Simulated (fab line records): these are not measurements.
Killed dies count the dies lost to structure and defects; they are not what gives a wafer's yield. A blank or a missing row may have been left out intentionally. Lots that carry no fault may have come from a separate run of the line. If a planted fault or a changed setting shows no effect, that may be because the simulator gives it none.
A single fault, viewed from 2 desks / flow nand harc / only its own numbers are on each desk; what lay behind them is given at the end

TOOL OWNER'S DESK, pecvd-03
The tool's own readings at NHARC_A_CONTACT_DEP_85 (deposits SiON, target thk 60 nm): means of the sampled wafers that have a number, for each lot that ran on this tool. If a lot's mean is further than 4 standard deviations from the usual mean, the lot is out of limits and carries the mark OUT (the distance appears in the brackets).
Columns: A = heater power w at NHARC_A_CONTACT_DEP_85, usual 807 W; B = showerhead vpp V at NHARC_A_CONTACT_DEP_85, usual 1137 V
lot=L764; first seen here=day 22 22:00; A=903; B=1070
lot=L770; first seen here=day 25 23:08; A=805; B=1094
lot=L772; first seen here=day 26 04:38; A=857; B=1129
lot=L776; first seen here=day 28 20:09; A=730; B=1143
lot=L783; first seen here=day 30 13:34; A=827; B=1148
Result from this desk: across the 5 lots, nothing is out of limits.

FROM THE METROLOGY DESK
What the gauges read for every lot (on any tool): the sampled wafers with a number, averaged. If a lot's mean is further than 4 standard deviations from the usual mean, the lot is out of limits and carries the mark OUT (the distance appears in the brackets).
Columns: A = cd nm at NHARC_THIN_TSV_CD_MEAS_33, usual 4999.7 nm
lot=L762; first seen here=day 23 10:56; A=5000.6
lot=L764; first seen here=day 24 18:14; A=4999.7
lot=L766; first seen here=day 25 06:14; A=5000.1
lot=L765; first seen here=day 25 07:25; A=5001.0
lot=L769; first seen here=day 30 12:55; A=4999.4
lot=L770; first seen here=day 30 15:13; A=4999.7
lot=L772; first seen here=day 30 16:26; A=5000.8
lot=L771; first seen here=day 30 17:31; A=5001.8
lot=L774; first seen here=day 30 18:57; A=5000.0
lot=L773; first seen here=day 30 20:08; A=5000.7
lot=L776; first seen here=day 31 00:51; A=4998.8
lot=L783; first seen here=day 32 11:37; A=5000.1
lot=L784; first seen here=day 33 08:19; A=4999.1
Result from this desk: across the 13 lots, nothing is out of limits.

PUT TOGETHER
Nothing out of limits was seen by the tool owner's desk.
From the metrology desk's view, nothing was out of limits.

WHAT THE SIMULATOR HAD INSERTED
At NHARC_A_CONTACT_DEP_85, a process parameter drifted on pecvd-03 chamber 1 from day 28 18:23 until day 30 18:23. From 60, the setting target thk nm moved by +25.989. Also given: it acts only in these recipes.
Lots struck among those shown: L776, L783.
